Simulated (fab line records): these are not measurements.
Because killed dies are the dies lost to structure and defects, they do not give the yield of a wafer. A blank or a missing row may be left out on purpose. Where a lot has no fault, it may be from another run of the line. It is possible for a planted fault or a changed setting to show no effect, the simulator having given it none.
fab line records	flow nandHarc	part 1 of 2: steps 1 to 16 of 27
record lots=5	wafers=15	lastDay=24
route steps=1159 shown A_CHANNEL_HOLE_D1@472 A_CHANNEL_FILL_D1@490
lots with no fault: from the same line, run without faults
startH: start of the lot's first displayed wafer, in hours after the record's first day	waitH: time in hours since the lot's previous step	" repeats the value in the row above	L1.1+2: a row that stands for several wafers	- no value present, or no start provided	* or withheld: withheld	< > ~ a bound
route shown NAME@n: names a module that has steps shown in the file, with the first one's number in the route	usual: mean/standard deviation taken from wafers without a fault	same: alike in all rows	chamber/n: place in a boat	sites: per-site readings	_std_site: how widely they spread, as a standard deviation	_edge_site: inner sites' mean taken away from outer sites' mean	radiusMm: for every site, how far away it sits from the centre of the wafer	mask NAME#n: copy n	behind: the tool/chamber that last shaped the wafer	hold: reason for holding the lot/hours on hold/outcome of the hold	device: transistor that didn't switch, given as n, p or np	end of line: at the end of the route, the tests of the same wafers	step lacking rows: just its recipe	killed: the dies lost at the first sort to structure and to defects; this is not the yield of the wafer	map: a wafer's dies, marking killed ones x, the rest . and places with no die _
set.NAME: the setting as run; set.NAME@STEP: as run at that earlier step	model.NAME: the simulator's own value behind a step, which no gauge read
certain route steps with their lots: each step a table, each wafer a row
services: the hour from which a tool's chamber was out of use, counted from the record's first day as startH (under 0 if before that day), plus the number of hours and why
## steps
# step NHARC_A_CHANNEL_HOLE_D1_ETCH_20
# recipe biasV=3000	sourceW=withheld	pressureMtorr=20	timeS=361.9	arFlowSccm=375	c4f8FlowSccm=89.3	o2FlowSccm=35.7	tempC=-20	targetDepthA=16000	chemistry=C4F8/O2/Ar
# usual drypumpMotorCurrentA=5.6/0.35	showerheadPlenumPTorr=3.74/0.14	tempC=-19.97/0.11	throttleValvePct=32.154/0.0091
# same timeS=361.9
lot.wafer	tool	chamber	startH	waitH	drypumpMotorCurrentA	rfHoursCounterH	showerheadPlenumPTorr	tempC	throttleValvePct
L074.1	harEtch-02	1	189.02	0.1	5.9	105	3.87	-19.88	32.150
L074.4	"	1	"	"	5.9	-	3.87	-20.07	32.142
L074.6	"	0	"	"	5.5	-	3.54	-19.85	32.146
L075.1	harEtch-01	1	189.22	0.1	5.2	187	3.83	-20.15	32.153
L075.4	"	0	"	"	6.1	-	3.83	-19.74	32.158
L075.3	"	1	"	"	5.1	-	3.83	-20.02	32.131
L076.4	harEtch-01	0	193.44	0.2	6.1	-	3.82	-20.12	32.141
L076.3	"	1	"	"	5.1	-	3.82	-19.96	32.172
L076.5	"	0	"	"	6.1	-	3.83	-20.16	32.145
L092.3	harEtch-02	1	285.44	0.2	5.9	-	3.85	-20.08	32.151
L092.6	"	1	"	"	5.9	-	3.85	-19.92	32.177
L092.5	"	0	"	"	5.4	-	3.51	-19.99	32.147
L097.3	harEtch-02	0	312.07	0.2	5.4	-	3.51	-19.97	32.137
L097.5	"	0	"	"	5.4	-	3.51	-19.80	32.163
L097.6	"	1	"	"	5.9	-	3.84	-19.83	32.158
# step NHARC_A_CHANNEL_HOLE_D1_ETCH_21
# recipe biasV=3000	sourceW=withheld	pressureMtorr=20	timeS=514.3	arFlowSccm=375	c4f8FlowSccm=89.3	o2FlowSccm=35.7	tempC=-20	targetDepthA=16000	chemistry=C4F8/O2/Ar
# usual drypumpMotorCurrentA=5.6/0.35	showerheadPlenumPTorr=3.74/0.14	tempC=-20.02/0.11	throttleValvePct=32.153/0.01
# same timeS=514.3
lot.wafer	tool	chamber	startH	waitH	drypumpMotorCurrentA	rfHoursCounterH	showerheadPlenumPTorr	tempC	throttleValvePct
L074.1	harEtch-02	1	189.33	0.3	5.8	106	3.87	-20.09	32.154
L074.4	"	1	"	"	5.9	-	3.87	-19.81	32.174
L074.6	"	0	"	"	5.4	-	3.54	-20.06	32.162
L075.1	harEtch-01	1	189.55	0.3	5.1	188	3.83	-19.99	32.150
L075.4	"	0	"	"	6.1	-	3.83	-19.89	32.158
L075.3	"	1	"	"	5.1	-	3.83	-19.96	32.156
L076.4	harEtch-01	0	193.79	0.3	6.1	-	3.82	-20.10	32.165
L076.3	"	1	"	"	5.1	-	3.82	-20.10	32.159
L076.5	"	0	"	"	6.1	-	3.82	-20.17	32.165
L092.3	harEtch-02	1	285.80	0.3	5.9	-	3.85	-20.03	32.166
L092.6	"	1	"	"	5.9	-	3.85	-19.96	32.145
L092.5	"	0	"	"	5.4	-	3.51	-19.95	32.151
L097.3	harEtch-02	0	312.43	0.3	5.5	-	3.51	-19.93	32.164
L097.5	"	0	"	"	5.4	-	3.51	-19.96	32.142
L097.6	"	1	"	"	5.9	-	3.84	-19.96	32.150
# step NHARC_A_CHANNEL_HOLE_D1_ETCH_22
# recipe biasV=3000	sourceW=withheld	pressureMtorr=20	timeS=666.7	arFlowSccm=375	c4f8FlowSccm=89.3	o2FlowSccm=35.7	tempC=-20	targetDepthA=16000	chemistry=C4F8/O2/Ar
# usual drypumpMotorCurrentA=5.6/0.35	showerheadPlenumPTorr=3.74/0.14	tempC=-20.01/0.11	throttleValvePct=32.155/0.0089
# same timeS=666.7
lot.wafer	tool	chamber	startH	waitH	drypumpMotorCurrentA	rfHoursCounterH	showerheadPlenumPTorr	tempC	throttleValvePct
L074.1	harEtch-02	1	189.78	0.4	5.9	106	3.87	-20.14	32.149
L074.4	"	1	"	"	5.8	-	3.87	-20.02	32.177
L074.6	"	0	"	"	5.4	-	3.54	-19.97	32.152
L075.1	harEtch-01	1	190.01	0.4	5.1	188	3.83	-19.98	32.170
L075.4	"	0	"	"	6.1	-	3.83	-20.06	32.171
L075.3	"	1	"	"	5.1	-	3.83	-20.11	32.151
L076.4	harEtch-01	0	194.28	0.4	6.1	-	3.82	-20.08	32.147
L076.3	"	1	"	"	5.1	-	3.82	-19.96	32.151
L076.5	"	0	"	"	6.0	-	3.82	-20.17	32.176
L092.3	harEtch-02	1	286.28	0.4	5.9	-	3.85	-19.97	32.143
L092.6	"	1	"	"	5.9	-	3.85	-20.06	32.169
L092.5	"	0	"	"	5.5	-	3.51	-19.82	32.144
L097.3	harEtch-02	0	312.92	0.4	5.4	-	3.51	-20.07	32.170
L097.5	"	0	"	"	5.4	-	3.50	-20.05	32.161
L097.6	"	1	"	"	5.9	-	3.84	-20.13	32.153
# step NHARC_A_CHANNEL_HOLE_D1_ETCH_23
# recipe biasV=5000	sourceW=withheld	pressureMtorr=20	timeS=819	arFlowSccm=375	c4f8FlowSccm=89.3	o2FlowSccm=35.7	tempC=-20	targetDepthA=16000	chemistry=C4F8/O2/Ar
# usual drypumpMotorCurrentA=5.6/0.35	showerheadPlenumPTorr=3.74/0.14	tempC=-20.00/0.094	throttleValvePct=32.154/0.0093
# same timeS=819
lot.wafer	tool	chamber	startH	waitH	drypumpMotorCurrentA	rfHoursCounterH	showerheadPlenumPTorr	tempC	throttleValvePct
L074.1	harEtch-02	1	190.35	0.5	5.9	107	3.87	-20.00	32.154
L074.4	"	1	"	"	5.8	-	3.87	-20.19	32.150
L074.6	"	0	"	"	5.4	-	3.54	-20.03	32.136
L075.1	harEtch-01	1	190.61	0.5	5.1	189	3.83	-20.01	32.157
L075.4	"	0	"	"	6.0	-	3.83	-19.86	32.167
L075.3	"	1	"	"	5.2	-	3.83	-20.08	32.139
L076.4	harEtch-01	0	194.89	0.5	6.0	-	3.82	-20.07	32.150
L076.3	"	1	"	"	5.1	-	3.82	-19.88	32.151
L076.5	"	0	"	"	6.0	-	3.82	-20.05	32.144
L092.3	harEtch-02	1	286.89	0.5	5.9	-	3.85	-19.76	32.159
L092.6	"	1	"	"	5.9	-	3.85	-19.96	32.155
L092.5	"	0	"	"	5.4	-	3.51	-20.09	32.147
L097.3	harEtch-02	0	313.53	0.5	5.5	-	3.51	-20.03	32.158
L097.5	"	0	"	"	5.4	-	3.50	-19.97	32.169
L097.6	"	1	"	"	5.8	-	3.84	-19.97	32.136
# step NHARC_A_CHANNEL_HOLE_D1_ETCH_24
# recipe biasV=5000	sourceW=withheld	pressureMtorr=20	timeS=906.2	arFlowSccm=375	c4f8FlowSccm=93.8	o2FlowSccm=31.2	tempC=-20	targetDepthA=15000	chemistry=C4F8/O2/Ar
# usual drypumpMotorCurrentA=5.6/0.35	showerheadPlenumPTorr=3.74/0.14	tempC=-20.01/0.11	throttleValvePct=32.235/0.0092
# same timeS=906.2
lot.wafer	tool	chamber	startH	waitH	drypumpMotorCurrentA	rfHoursCounterH	showerheadPlenumPTorr	tempC	throttleValvePct
L074.1	harEtch-02	1	191.05	0.6	5.9	107	3.87	-19.99	32.226
L074.4	"	1	"	"	5.9	-	3.87	-20.16	32.239
L074.6	"	0	"	"	5.4	-	3.53	-19.91	32.234
L075.1	harEtch-01	1	191.32	0.6	5.1	189	3.82	-20.09	32.230
L075.4	"	0	"	"	6.1	-	3.82	-20.00	32.214
L075.3	"	1	"	"	5.1	-	3.82	-20.08	32.228
L076.4	harEtch-01	0	195.61	0.6	6.1	-	3.82	-20.00	32.233
L076.3	"	1	"	"	5.1	-	3.82	-20.01	32.232
L076.5	"	0	"	"	6.1	-	3.82	-19.99	32.232
L092.3	harEtch-02	1	287.60	0.6	5.8	-	3.84	-19.90	32.235
L092.6	"	1	"	"	5.8	-	3.84	-19.95	32.242
L092.5	"	0	"	"	5.4	-	3.51	-20.09	32.245
L097.3	harEtch-02	0	314.24	0.6	5.5	-	3.50	-19.88	32.232
L097.5	"	0	"	"	5.5	-	3.50	-20.00	32.231
L097.6	"	1	"	"	5.9	-	3.83	-19.82	32.232
# step NHARC_A_CHANNEL_HOLE_D1_ETCH_25
# recipe biasV=5000	sourceW=withheld	pressureMtorr=20	timeS=1040.2	arFlowSccm=375	c4f8FlowSccm=93.8	o2FlowSccm=31.2	tempC=-20	targetDepthA=15000	chemistry=C4F8/O2/Ar
# usual drypumpMotorCurrentA=5.6/0.35	showerheadPlenumPTorr=3.74/0.14	tempC=-20.01/0.1	throttleValvePct=32.236/0.0093
# same timeS=1040.2
lot.wafer	tool	chamber	startH	waitH	drypumpMotorCurrentA	rfHoursCounterH	showerheadPlenumPTorr	tempC	throttleValvePct
L074.1	harEtch-02	1	191.81	0.6	5.9	108	3.87	-19.86	32.233
L074.4	"	1	"	"	5.9	-	3.87	-19.78	32.239
L074.6	"	0	"	"	5.5	-	3.53	-20.02	32.248
L075.1	harEtch-01	1	192.11	0.7	5.1	190	3.82	-19.83	32.235
L075.4	"	0	"	"	6.1	-	3.82	-19.77	32.250
L075.3	"	1	"	"	5.1	-	3.82	-19.92	32.232
L076.4	harEtch-01	0	196.42	0.7	6.1	-	3.82	-19.97	32.240
L076.3	"	1	"	"	5.1	-	3.82	-19.84	32.215
L076.5	"	0	"	"	6.1	-	3.82	-20.04	32.225
L092.3	harEtch-02	1	288.41	0.7	5.9	-	3.84	-19.94	32.229
L092.6	"	1	"	"	5.9	-	3.84	-20.11	32.228
L092.5	"	0	"	"	5.5	-	3.51	-19.97	32.241
L097.3	harEtch-02	0	315.04	0.7	5.5	-	3.50	-20.07	32.241
L097.5	"	0	"	"	5.5	-	3.50	-19.88	32.244
L097.6	"	1	"	"	5.9	-	3.83	-20.05	32.233
# step NHARC_A_CHANNEL_HOLE_D1_ETCH_26
# recipe biasV=300	sourceW=2000	pressureMtorr=30	timeS=224.1	arFlowSccm=375	c4f8FlowSccm=11.4	o2FlowSccm=113.6	tempC=-20	targetDepthA=3000	chemistry=C4F8/O2/Ar
# usual drypumpMotorCurrentA=5.6/0.35	showerheadPlenumPTorr=3.79/0.15	tempC=-19.99/0.095	throttleValvePct=24.584/0.0086
# same timeS=224.1
lot.wafer	tool	chamber	startH	waitH	drypumpMotorCurrentA	rfHoursCounterH	showerheadPlenumPTorr	tempC	throttleValvePct
L074.1	harEtch-02	1	192.69	0.7	5.8	109	3.93	-19.88	24.591
L074.4	"	1	"	"	5.9	-	3.93	-19.87	24.580
L074.6	"	0	"	"	5.5	-	3.57	-19.96	24.584
L075.1	harEtch-01	1	192.88	0.6	5.1	191	3.88	-19.80	24.583
L075.4	"	0	"	"	6.1	-	3.88	-19.92	24.576
L075.3	"	1	"	"	5.1	-	3.88	-20.00	24.586
L076.4	harEtch-01	0	197.07	0.5	6.1	-	3.88	-19.89	24.585
L076.3	"	1	"	"	5.1	-	3.88	-20.00	24.595
L076.5	"	0	"	"	6.1	-	3.88	-19.80	24.586
L092.3	harEtch-02	1	289.06	0.5	5.8	-	3.90	-20.03	24.581
L092.6	"	1	"	"	5.9	-	3.90	-20.01	24.579
L092.5	"	0	"	"	5.4	-	3.55	-19.98	24.597
L097.3	harEtch-02	0	315.70	0.5	5.4	-	3.54	-19.97	24.588
L097.5	"	0	"	"	5.4	-	3.54	-19.89	24.585
L097.6	"	1	"	"	5.9	-	3.89	-20.10	24.590
# step NHARC_A_CHANNEL_HOLE_D1_ETCH_33
# recipe biasV=400	sourceW=2000	pressureMtorr=25	timeS=90	arFlowSccm=375	c4f8FlowSccm=41.7	o2FlowSccm=83.3	tempC=-20	targetDepthA=4000	chemistry=C4F8/O2/Ar
# usual drypumpMotorCurrentA=5.6/0.35	showerheadPlenumPTorr=3.78/0.14	tempC=-20.00/0.11	throttleValvePct=27.618/0.0082
# same timeS=90
lot.wafer	tool	chamber	startH	waitH	drypumpMotorCurrentA	rfHoursCounterH	showerheadPlenumPTorr	tempC	throttleValvePct
L074.1	harEtch-02	1	192.89	0.2	5.9	109	3.92	-19.70	27.615
L074.4	"	1	"	"	5.9	-	3.92	-19.90	27.606
L074.6	"	0	"	"	5.4	-	3.57	-19.98	27.609
L075.1	harEtch-01	1	193.07	0.2	5.1	191	3.87	-19.71	27.617
L075.4	"	0	"	"	6.1	-	3.87	-20.08	27.627
L075.3	"	1	"	"	5.1	-	3.87	-19.99	27.613
L076.4	harEtch-01	0	197.26	0.2	6.1	-	3.87	-19.97	27.619
L076.3	"	1	"	"	5.1	-	3.87	-19.98	27.622
L076.5	"	0	"	"	6.0	-	3.87	-20.04	27.601
L092.3	harEtch-02	1	289.26	0.2	5.9	-	3.89	-20.07	27.615
L092.6	"	1	"	"	5.9	-	3.89	-19.99	27.626
L092.5	"	0	"	"	5.4	-	3.54	-20.15	27.633
L097.3	harEtch-02	0	315.90	0.2	5.4	-	3.54	-20.00	27.629
L097.5	"	0	"	"	5.4	-	3.54	-20.04	27.634
L097.6	"	1	"	"	5.9	-	3.88	-20.00	27.615
# step NHARC_A_CHANNEL_HOLE_D1_STRIP_41
# recipe n2FlowSccm=150	h2FlowSccm=150	arFlowSccm=0	biasW=0	chemistry=N2/H2
lot.wafer	tool	chamber	startH	waitH
L074.1+4+6	rieDiel-13	2,0,3	193.41	0.5
L075.1+4+3	rieDiel-03	3,0,1	193.56	0.5
L076.4+3+5	rieDiel-13	2,0,2	197.74	0.4
L092.3+6+5	rieDiel-03	1,1,2	289.72	0.4
L097.3+6+5	rieDiel-03	0,3,0	316.37	0.4
# step NHARC_A_CHANNEL_HOLE_D1_STRIP_42
# recipe cf4FlowSccm=100	chf3FlowSccm=30	arFlowSccm=0	biasW=0	chemistry=CF4/CHF3
lot.wafer	tool	chamber	startH	waitH
L074.1+4+6	rieDiel-13	3,1,3	193.51	0.1
L075.3+4+1	rieDiel-03	2,3,0	193.66	0.1
L076.3+4+5	rieDiel-13	2,3,0	197.83	0.1
L092.3+5+6	rieDiel-03	2,2,3	289.82	0.1
L097.3+5+6	rieDiel-03	2,1,2	316.46	0.1
# step NHARC_A_CHANNEL_HOLE_D1_STRIP_43
# recipe o2FlowSccm=400	cosFlowSccm=20	arFlowSccm=0	biasW=0	chemistry=O2/COS
lot.wafer	tool	chamber	startH	waitH
L074.1+4+6	rieDiel-13	0,1,3	193.57	0.1
L075.3+1+4	rieDiel-03	3,0,1	193.72	0.1
L076.3+4+5	rieDiel-13	1,3,1	197.89	0.1
L092.3+6+5	rieDiel-03	0,1,2	289.89	0.1
L097.3+5+6	rieDiel-03	1,0,1	316.52	0.1
# step NHARC_A_CHANNEL_HOLE_D1_ETCH_44
# recipe targetDepthA=1400	overetchA=140	timeS=77	ionEnergyEv=100	cf4FlowSccm=80	o2FlowSccm=20	arFlowSccm=0	rfW=300	biasW=100	chemistry=CF4/O2
# usual drypumpMotorCurrentA=6.0/0.37	oesProductAu=0.998/0.0071	rfVppV=198.2/1.3	showerheadPlenumPTorr=1.35/0.046	throttleValvePct=13.398/0.0091
# same timeS=77
lot.wafer	tool	chamber	startH	waitH	drypumpMotorCurrentA	oesProductAu	rfHoursCounterH	rfVppV	showerheadPlenumPTorr	throttleValvePct
L074.4	rieDiel-13	2	193.64	0.1	5.9	0.995	6	196.4	1.25	13.402
L074.1	"	3	"	"	5.8	1.011	6	200.1	1.41	13.393
L074.6	"	2	"	"	5.9	0.998	-	195.7	1.25	13.401
L075.4	rieDiel-03	2	193.79	0.1	5.2	1.005	9	200.4	1.34	13.408
L075.1	"	3	"	"	6.3	0.993	9	199.3	1.38	13.408
L075.3	"	0	"	"	6.2	1.008	10	199.5	1.38	13.404
L076.4	rieDiel-13	3	197.95	0.1	5.8	1.005	6	200.6	1.41	13.421
L076.3	"	0	"	"	6.3	1.006	6	198.7	1.33	13.410
L076.5	"	2	"	"	6.0	1.007	-	195.2	1.25	13.411
L092.3	rieDiel-03	3	289.95	0.1	6.3	1.007	5	198.7	1.38	13.409
L092.5	"	1	"	"	6.2	0.999	-	197.4	1.34	13.384
L092.6	"	2	"	"	5.3	0.998	-	197.8	1.34	13.393
L097.3	rieDiel-03	1	316.59	0.1	6.2	0.981	7	197.4	1.34	13.393
L097.5	"	3	"	"	6.4	0.995	-	199.6	1.38	13.404
L097.6	"	0	"	"	6.2	0.992	-	198.8	1.38	13.398
# step NHARC_A_CHANNEL_HOLE_D1_STRIP_27
# recipe o2FlowSccm=500	arFlowSccm=0	biasW=0	chemistry=O2
# usual drypumpMotorCurrentA=6.0/0.36	oesProductAu=0.999/0.0076	rfVppV=57.9/0.85	showerheadPlenumPTorr=3.57/0.12	throttleValvePct=17.037/0.0093
lot.wafer	tool	chamber	startH	waitH	drypumpMotorCurrentA	oesProductAu	rfHoursCounterH	rfVppV	showerheadPlenumPTorr	throttleValvePct
L074.4	rieDiel-13	0	-	-	6.3	1.006	5	57.8	3.52	17.029
L074.1	"	1	"	"	5.6	0.989	5	58.5	3.54	17.030
L074.6	"	3	"	"	5.8	1.003	-	57.1	3.72	17.040
L075.4	rieDiel-03	0	-	-	6.2	1.007	10	57.5	3.64	17.040
L075.1	"	1	"	"	6.2	1.002	10	57.1	3.54	17.029
L075.3	"	2	"	"	5.3	1.004	9	58.5	3.55	17.039
L076.3	rieDiel-13	0	-	-	6.3	1.005	6	57.4	3.52	17.032
L076.4	"	2	"	"	6.0	1.005	6	57.6	3.32	17.040
L076.5	"	3	"	"	5.8	1.014	-	58.7	3.72	17.030
L092.3	rieDiel-03	3	-	-	6.3	0.991	5	59.1	3.65	17.050
L092.6	"	1	"	"	6.2	0.988	-	58.0	3.53	17.053
L092.5	"	2	"	"	5.3	0.992	-	58.8	3.55	17.039
L097.3	rieDiel-03	0	-	-	6.2	0.997	7	57.5	3.63	17.044
L097.5	"	0	"	"	6.2	0.988	-	57.5	3.63	17.028
L097.6	"	1	"	"	6.2	0.998	-	56.7	3.53	17.041
# step NHARC_A_CHANNEL_HOLE_D1_PRECLEAN_28
# recipe timeS=*	tempC=50	bathAgeMin=0	chemistry=SC1
# usual tempC=50.01/0.11
# same bathAgeMin=0	timeS=*
lot.wafer	tool	chamber	startH	waitH	tempC
L074.1	wetBench-04	7	194.29	-	49.87
L074.4	"	1	"	"	50.01
L074.6	"	3	"	"	50.17
L075.3	wetBench-05	5	194.44	-	50.05
L075.1	"	1	"	"	50.09
L075.4	"	2	"	"	50.07
L076.3	wetBench-01	2	198.60	-	49.91
L076.5	"	3	"	"	49.96
L076.4	"	4	"	"	49.93
L092.5	wetBench-01	5	290.59	-	50.08
L092.6	"	6	"	"	49.97
L092.3	"	0	"	"	49.92
L097.6	wetBench-05	1	317.24	-	50.22
L097.5	"	4	"	"	50.02
L097.3	"	5	"	"	50.14
# step NHARC_A_CHANNEL_HOLE_D1_SRD_29
lot.wafer	tool	chamber	startH	waitH
L074.1+4+6	wetBench-04	7,1,3	-	-
L075.3+1+4	wetBench-05	5,1,2	-	-
L076.3+5+4	wetBench-01	2,3,4	-	-
L092.5+6+3	wetBench-01	5,6,0	-	-
L097.6+5+3	wetBench-05	1,4,5	-	-
# step NHARC_A_CHANNEL_HOLE_D1_CD_MEAS_30
# usual cdNm=90.1/0.95
lot.wafer	tool	chamber	startH	waitH	cdNm
L074.1	cdSem-02	-	194.42	-	89.7
L074.4	"	-	"	"	89.3
L074.6	"	-	"	"	89.8
L075.1	cdSem-02	-	194.58	-	90.6
L075.3	"	-	"	"	90.5
L075.4	"	-	"	"	91.2
L076.3	cdSem-01	-	198.75	-	88.4
L076.4	"	-	"	"	89.4
L076.5	"	-	"	"	90.9
L092.3	cdSem-03	-	290.74	-	90.9
L092.5	"	-	"	"	90.6
L092.6	"	-	"	"	90.8
L097.3	cdSem-03	-	317.38	-	90.7
L097.5	"	-	"	"	90.8
L097.6	"	-	"	"	91.5
